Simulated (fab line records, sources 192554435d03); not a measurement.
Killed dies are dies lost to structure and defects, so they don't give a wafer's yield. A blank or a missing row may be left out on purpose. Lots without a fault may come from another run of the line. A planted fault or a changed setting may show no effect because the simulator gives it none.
A struck lot beside a sound one | flow n5_finfet | 16 steps out of a route of 1938
Sound: wafers L886.2, L886.4, L886.5. Struck: wafers L878.2, L878.3, L878.4. The cause comes at the end.
At each step with rows: each side's tool, then ch and its chambers, then its first start. Under that, the readings that differ: sound wafers | struck wafers | difference of the means | sigmas: that difference in standard deviations of wafers without a fault.
alike: readings whose means differ by less than 2 such deviations, and words and numbers that are the same on both sides. not compared: withheld readings, readings that some wafer has no value for, bounds like >300 that may hide the same value, and numbers for which the record gives no deviation and whose values overlap.
The two part at a step that has a row with sigmas, a row that says differs or no value, or rows on one side only. Numbers that don't overlap but have no deviation are shown without sigmas and don't part them. A reading that every wafer of one side lacks parts them only if that side has two wafers or more.

first, 2 steps without rows for these wafers: N5_BEOL_M2_ANNEAL_80 (time 240 s); N5_BEOL_M2_SPUTTER_81 (material Cu, target thk 4.5 nm, time 8.29 s).
N5_BEOL_M2_ANNEAL_82: time 240 s.
  sound on pvd_sputter-03, day 11 15:13; struck on pvd_sputter-02, day 9 09:14
  alike: heater_power_w, susceptor_temp_C
N5_BEOL_M2_SPUTTER_86: material Cu, target thk 4.5 nm, time 8.29 s.
  sound on pvd_sputter-03, day 11 15:22; struck on pvd_sputter-02, day 9 09:22
  alike: susceptor_temp_C, throttle_valve_pct
then, 2 steps without rows for these wafers: N5_BEOL_M2_ANNEAL_87 (time 240 s); N5_BEOL_M2_SPUTTER_88 (material Cu, target thk 4.5 nm, time 8.29 s).
N5_BEOL_M2_ANNEAL_89: time 240 s.
  sound on pvd_sputter-03, day 11 15:40; struck on pvd_sputter-02, day 9 09:40
  alike: heater_power_w, susceptor_temp_C
then, 1 step without rows for these wafers: N5_BEOL_M2_SPUTTER_90 (material Cu, target thk 4.5 nm, time 8.29 s).
N5_BEOL_M2_ANNEAL_91: time 240 s.
  sound on pvd_sputter-03, day 11 15:53; struck on pvd_sputter-02, day 9 09:53
  alike: heater_power_w, susceptor_temp_C
then, 1 step without rows for these wafers: N5_BEOL_M2_SPUTTER_92 (material Cu, target thk 4.5 nm, time 8.29 s).
N5_BEOL_M2_ANNEAL_93: time 240 s.
  sound on pvd_sputter-03, day 11 16:06; struck on pvd_sputter-02, day 9 10:07
  alike: heater_power_w, susceptor_temp_C
then, 1 step without rows for these wafers: N5_BEOL_M2_SPUTTER_94 (material Cu, target thk 4.5 nm, time 8.29 s).
N5_BEOL_M2_ANNEAL_95: time 240 s.
  sound on pvd_sputter-03, day 11 16:19; struck on pvd_sputter-02, day 9 10:20
  no value came back on the struck wafers for heater_power_w (W), susceptor_temp_C (C); on the sound wafers heater_power_w (W) reads 843 893 890
then, 1 step without rows for these wafers: N5_BEOL_M2_SPUTTER_96 (material Cu, target thk 4.5 nm, time 8.29 s).
N5_BEOL_M4_RC_MEAS_101:
  sound on prober-01 ch 0, day 12 18:46; struck on prober-02 ch 0, day 10 12:28
  alike: DIBL_N, DIBL_P, IOFF_N, IOFF_P, ION_N, ION_P, SS_N, SS_P, VT_N, VT_P
then, 1 step without rows for these wafers: N5_PASSIVATION_PROBE_49.

WHERE THEY PART
Only at N5_BEOL_M2_ANNEAL_95, within this record. Later steps at which nothing parts them and some readings are alike: N5_BEOL_M4_RC_MEAS_101.

WHY: what the simulator had put in
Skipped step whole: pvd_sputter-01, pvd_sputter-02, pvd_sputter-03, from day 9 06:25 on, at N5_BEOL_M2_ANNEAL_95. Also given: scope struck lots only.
